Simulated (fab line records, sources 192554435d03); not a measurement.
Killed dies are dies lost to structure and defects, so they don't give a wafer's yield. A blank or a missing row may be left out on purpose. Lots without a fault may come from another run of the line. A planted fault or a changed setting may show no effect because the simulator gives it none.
Split-lot experiment | flow n5_finfet | 7 lots, 21 wafers read, on a route of 1938 steps

THE SPLIT
At N5_HKMG_FIN_ETCH_35 (etches SOC in N2/H2, target depth 215.8 nm, time 243.4 s), the setting time_s was moved away from the recipe's 243.4 s on 7 of the 21 wafers read, by -17.0% to +18.4%. The other wafers ran this setting at the recipe's value.

The reading is taken at the split's own step.

THE READING
etch.depth_nm (the simulator's own value, which no gauge read), in nm, at N5_HKMG_FIN_ETCH_35 (etches SOC in N2/H2, target depth 215.8 nm, time 243.4 s). The file gives no usual value for it. The 14 wafers here that ran the recipe average 219.8 nm, standard deviation 6.2 nm.

wafer  | tool, chamber at the split | time_s as run, s | against the recipe | etch.depth_nm, nm | against lot-mates on the recipe
L076.3 | rie_diel-06, 3             | 202.1            | -17.0%             | 169.6             | -44.5
L076.4 | rie_diel-06, 1             | 243.4            | recipe             | 214.1             | -
L076.6 | rie_diel-06, 0             | 202.1            | -17.0%             | 174.3             | -39.8
L078.2 | rie_diel-06, 3             | 243.4            | recipe             | 205.4             | -
L078.3 | rie_diel-06, 0             | 243.4            | recipe             | 211.1             | -
L078.5 | rie_diel-06, 3             | 288.3            | +18.4%             | 243.8             | +35.6
L081.1 | rie_diel-02, 1             | 243.4            | recipe             | 223.7             | -
L081.5 | rie_diel-02, 2             | 243.4            | recipe             | 221.2             | -
L081.6 | rie_diel-02, 3             | 243.4            | recipe             | 221.6             | -
L082.1 | rie_diel-03, 3             | 243.4            | recipe             | 222               | -
L082.4 | rie_diel-03, 1             | 243.4            | recipe             | 229.3             | -
L082.5 | rie_diel-03, 2             | 243.4            | recipe             | 217.3             | -
L083.1 | rie_diel-06, 2             | 243.4            | recipe             | 218.1             | -
L083.4 | rie_diel-06, 3             | 275.1            | +13.0%             | 234.9             | +16.8
L083.6 | rie_diel-06, 2             | 275.1            | +13.0%             | 251               | +32.9
L088.1 | rie_diel-03, 1             | 243.4            | recipe             | 228.7             | -
L088.2 | rie_diel-03, 0             | 211              | -13.3%             | 187.2             | -41.5
L088.6 | rie_diel-03, 0             | 211              | -13.3%             | 185.7             | -43.0
L093.1 | rie_diel-02, 1             | 243.4            | recipe             | 218.8             | -
L093.4 | rie_diel-02, 0             | 243.4            | recipe             | 224.7             | -
L093.5 | rie_diel-02, 2             | 243.4            | recipe             | 220.8             | -

THE FIT
A straight line over all 21 wafers: etch.depth_nm changes by +2.18 nm for each +1% of time_s; r = +0.93; the points scatter about the line by 7.7 nm.
The same after taking each lot's own level away (the mean of its wafers on the recipe; 21 wafers): +2.38 nm for each +1%; r = +0.97; scatter 5.3 nm.
On that fit, the largest move of time_s shifts the reading by 44 nm.
The lots' own levels span 208.25 to 228.70 nm, that is 3.3 times the standard deviation above.
So the lot-to-lot level changes the slope little: the two slopes agree.
Check: with one of the wafers moved furthest among these (+18.4%) left out of the fit, the line predicts +44 nm for it against its lot-mates. It came out at +35.6 nm against them.

OTHER SPLITS ON THESE WAFERS
These wafers also went through other splits before the reading. Each is held against what the fit with the lots' levels taken away leaves over:
other split on the same wafers | wafers away from the commonest value | r with etch.depth_nm (lot level and that fit taken away)
N5_SD_EPI_P_EXPOSE_06 dose_mj  | 8                                    | -0.17

THE WHOLE CHAIN: every reading that the file lists as answering this split, in the file's order
step                | what it does                                             | reading                                                                         | change (the file's fit)              | r (the file's)
N5_HKMG_FIN_ETCH_35 | etches SOC in N2/H2, target depth 215.8 nm, time 243.4 s | SOC_of_HKMG_FIN_COAT_29.thk_nm (the simulator's own value, which no gauge read) | -2.28 nm for each +1% of the setting | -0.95
N5_HKMG_FIN_ETCH_35 | etches SOC in N2/H2, target depth 215.8 nm, time 243.4 s | HKMG_FIN.feature_depth_nm (the simulator's own value, which no gauge read)      | +2.32 nm for each +1% of the setting | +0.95
N5_HKMG_FIN_ETCH_35 | etches SOC in N2/H2, target depth 215.8 nm, time 243.4 s | etch.depth_nm (the simulator's own value, which no gauge read)                  | +2.31 nm for each +1% of the setting | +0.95

THE FILE'S OWN FIT
etch.depth_nm changes by +2.31 nm for each +1% of time_s, r = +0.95.
